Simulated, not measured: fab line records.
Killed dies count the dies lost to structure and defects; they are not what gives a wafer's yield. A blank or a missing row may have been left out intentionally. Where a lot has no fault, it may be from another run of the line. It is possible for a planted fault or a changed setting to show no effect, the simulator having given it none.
Split-lot trial || flow n5-finfet || 21 wafers read from 7 lots, route of 1938 steps

== ON THE SPLIT ==
At N5_FIN_CUT_COAT_29 (time 60 s, resist thk 10 nm), the setting spin-rpm was moved away from the recipe's 1500 rpm on 12 of the 21 wafers read, by -10.3% to +5.8%. The other wafers ran this setting at the recipe's value.

== FROM THE SPLIT TO THE READING: what the file shows between them, 3 steps ==
- N5_FIN_CUT_COAT_02: resist thk 30 nm
- N5_FIN_CUT_EBR_04
- N5_FIN_CUT_DESCUM_13: chemistry O2, time 7 s

== THE READING ==
etch.depth-nm (the simulator's own value, which no gauge read), in nm, at N5_FIN_CUT_ETCH_30 (etches underlayer in N2/H2, target depth 13 nm, time 10.4 s). There is no usual value for it anywhere in the file. Average 10.024 nm, standard deviation 0.028 nm, over the 9 wafers here run with the recipe.

{"wafer": "L078.3", "tool, chamber at the split": "litho-track-02, 0", "spin-rpm as run, rpm": 1393, "against the recipe": "-7.1%", "etch.depth-nm, nm": 10.38, "against lot-mates on the recipe": "no lot-mate on the recipe"}
{"wafer": "L078.4", "tool, chamber at the split": "litho-track-02, 0", "spin-rpm as run, rpm": 1393, "against the recipe": "-7.1%", "etch.depth-nm, nm": 10.4, "against lot-mates on the recipe": "no lot-mate on the recipe"}
{"wafer": "L078.5", "tool, chamber at the split": "litho-track-02, 0", "spin-rpm as run, rpm": 1393, "against the recipe": "-7.1%", "etch.depth-nm, nm": 10.34, "against lot-mates on the recipe": "no lot-mate on the recipe"}
{"wafer": "L081.2", "tool, chamber at the split": "litho-track-02, 0", "spin-rpm as run, rpm": 1587, "against the recipe": "+5.8%", "etch.depth-nm, nm": 9.78, "against lot-mates on the recipe": "no lot-mate on the recipe"}
{"wafer": "L081.3", "tool, chamber at the split": "litho-track-02, 0", "spin-rpm as run, rpm": 1587, "against the recipe": "+5.8%", "etch.depth-nm, nm": 9.795, "against lot-mates on the recipe": "no lot-mate on the recipe"}
{"wafer": "L081.4", "tool, chamber at the split": "litho-track-02, 0", "spin-rpm as run, rpm": 1587, "against the recipe": "+5.8%", "etch.depth-nm, nm": 9.765, "against lot-mates on the recipe": "no lot-mate on the recipe"}
{"wafer": "L083.2", "tool, chamber at the split": "litho-track-04, 0", "spin-rpm as run, rpm": 1500, "against the recipe": "recipe", "etch.depth-nm, nm": 10.08, "against lot-mates on the recipe": "-"}
{"wafer": "L083.3", "tool, chamber at the split": "litho-track-04, 0", "spin-rpm as run, rpm": 1437, "against the recipe": "-4.2%", "etch.depth-nm, nm": 10.29, "against lot-mates on the recipe": "+0.225"}
{"wafer": "L083.5", "tool, chamber at the split": "litho-track-04, 0", "spin-rpm as run, rpm": 1500, "against the recipe": "recipe", "etch.depth-nm, nm": 10.05, "against lot-mates on the recipe": "-"}
{"wafer": "L087.3", "tool, chamber at the split": "litho-track-04, 0", "spin-rpm as run, rpm": 1345, "against the recipe": "-10.3%", "etch.depth-nm, nm": 10.57, "against lot-mates on the recipe": "no lot-mate on the recipe"}
{"wafer": "L087.4", "tool, chamber at the split": "litho-track-04, 0", "spin-rpm as run, rpm": 1345, "against the recipe": "-10.3%", "etch.depth-nm, nm": 10.53, "against lot-mates on the recipe": "no lot-mate on the recipe"}
{"wafer": "L087.5", "tool, chamber at the split": "litho-track-04, 0", "spin-rpm as run, rpm": 1345, "against the recipe": "-10.3%", "etch.depth-nm, nm": 10.55, "against lot-mates on the recipe": "no lot-mate on the recipe"}
{"wafer": "L092.1", "tool, chamber at the split": "litho-track-01, 0", "spin-rpm as run, rpm": 1564, "against the recipe": "+4.3%", "etch.depth-nm, nm": 9.811, "against lot-mates on the recipe": -0.198}
{"wafer": "L092.3", "tool, chamber at the split": "litho-track-01, 0", "spin-rpm as run, rpm": 1500, "against the recipe": "recipe", "etch.depth-nm, nm": 9.999, "against lot-mates on the recipe": "-"}
{"wafer": "L092.4", "tool, chamber at the split": "litho-track-01, 0", "spin-rpm as run, rpm": 1500, "against the recipe": "recipe", "etch.depth-nm, nm": 10.02, "against lot-mates on the recipe": "-"}
{"wafer": "L096.2", "tool, chamber at the split": "litho-track-01, 0", "spin-rpm as run, rpm": 1500, "against the recipe": "recipe", "etch.depth-nm, nm": 10.02, "against lot-mates on the recipe": "-"}
{"wafer": "L096.5", "tool, chamber at the split": "litho-track-01, 0", "spin-rpm as run, rpm": 1500, "against the recipe": "recipe", "etch.depth-nm, nm": 10.04, "against lot-mates on the recipe": "-"}
{"wafer": "L096.6", "tool, chamber at the split": "litho-track-01, 0", "spin-rpm as run, rpm": 1500, "against the recipe": "recipe", "etch.depth-nm, nm": 10.01, "against lot-mates on the recipe": "-"}
{"wafer": "L097.1", "tool, chamber at the split": "litho-track-01, 0", "spin-rpm as run, rpm": 1438, "against the recipe": "-4.1%", "etch.depth-nm, nm": 10.22, "against lot-mates on the recipe": "+0.221"}
{"wafer": "L097.2", "tool, chamber at the split": "litho-track-01, 0", "spin-rpm as run, rpm": 1500, "against the recipe": "recipe", "etch.depth-nm, nm": 9.978, "against lot-mates on the recipe": "-"}
{"wafer": "L097.6", "tool, chamber at the split": "litho-track-01, 0", "spin-rpm as run, rpm": 1500, "against the recipe": "recipe", "etch.depth-nm, nm": 10.02, "against lot-mates on the recipe": "-"}

FIT RESULTS
A straight line over all 21 wafers: etch.depth-nm changes by -0.0485 nm for each +1% of spin-rpm; r = -0.99; the points scatter about the line by 0.03 nm.
The same after taking each lot's own level away (the mean of its wafers on the recipe; 12 wafers): -0.0509 nm for each +1%; r = -0.99; scatter 0.016 nm.
Per that fit: largest spin-rpm move, reading shift of 0.53 nm.
The span of the lots' own levels, 9.9990 to 10.0650 nm, comes to 2.4 times the standard deviation stated above.
So the lot-to-lot level changes the slope little: the two slopes agree.
Check: for one of the wafers moved furthest among these (+4.3%), held out of the fit, the line's prediction against its lot-mates is -0.228 nm. Against them it came out at -0.198 nm.

== ADDITIONAL SPLITS CARRIED BY THESE WAFERS ==
These wafers also went through other splits before the reading. Each is held against what the fit with the lots' levels taken away leaves over:
{"other split on the same wafers": "N5_ZERO_LAYER_EXPOSE_08 dose-mj", "wafers away from the commonest value": 4, "r with etch.depth-nm (lot level and that fit taken away)": "-"}
{"other split on the same wafers": "N5_ZERO_LAYER_DEVELOP_10 develop-time-s", "wafers away from the commonest value": 6, "r with etch.depth-nm (lot level and that fit taken away)": "+0.16"}
{"other split on the same wafers": "N5_FIN_SAQP_PEB_14 peb-time-s", "wafers away from the commonest value": 8, "r with etch.depth-nm (lot level and that fit taken away)": "+0.13"}
{"other split on the same wafers": "N5_FIN_SAQP_DEVELOP_15 develop-time-s", "wafers away from the commonest value": 4, "r with etch.depth-nm (lot level and that fit taken away)": -0.41}
{"other split on the same wafers": "N5_FIN_SAQP_FIN_ETCH_36 icp-w", "wafers away from the commonest value": 6, "r with etch.depth-nm (lot level and that fit taken away)": -0.03}

== THE WHOLE CHAIN: every reading that the file lists as answering this split, in the file's order ==
{"step": "N5_FIN_CUT_COAT_29", "what it does": "time 60 s, resist thk 10 nm", "reading": "underlayer_of_FIN_CUT_COAT_29.thk-nm (the simulator's own value, which no gauge read)", "change (the file's fit)": "-0.0476 nm for each +1% of the setting", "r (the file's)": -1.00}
{"step": "N5_FIN_CUT_ETCH_30", "what it does": "etches underlayer in N2/H2, target depth 13 nm, time 10.4 s", "reading": "etch.depth-nm (the simulator's own value, which no gauge read)", "change (the file's fit)": "-0.0516 nm for each +1% of the setting", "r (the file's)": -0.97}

== FILE'S OWN FIT ==
etch.depth-nm changes by -0.0516 nm for each +1% of spin-rpm, r = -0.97.
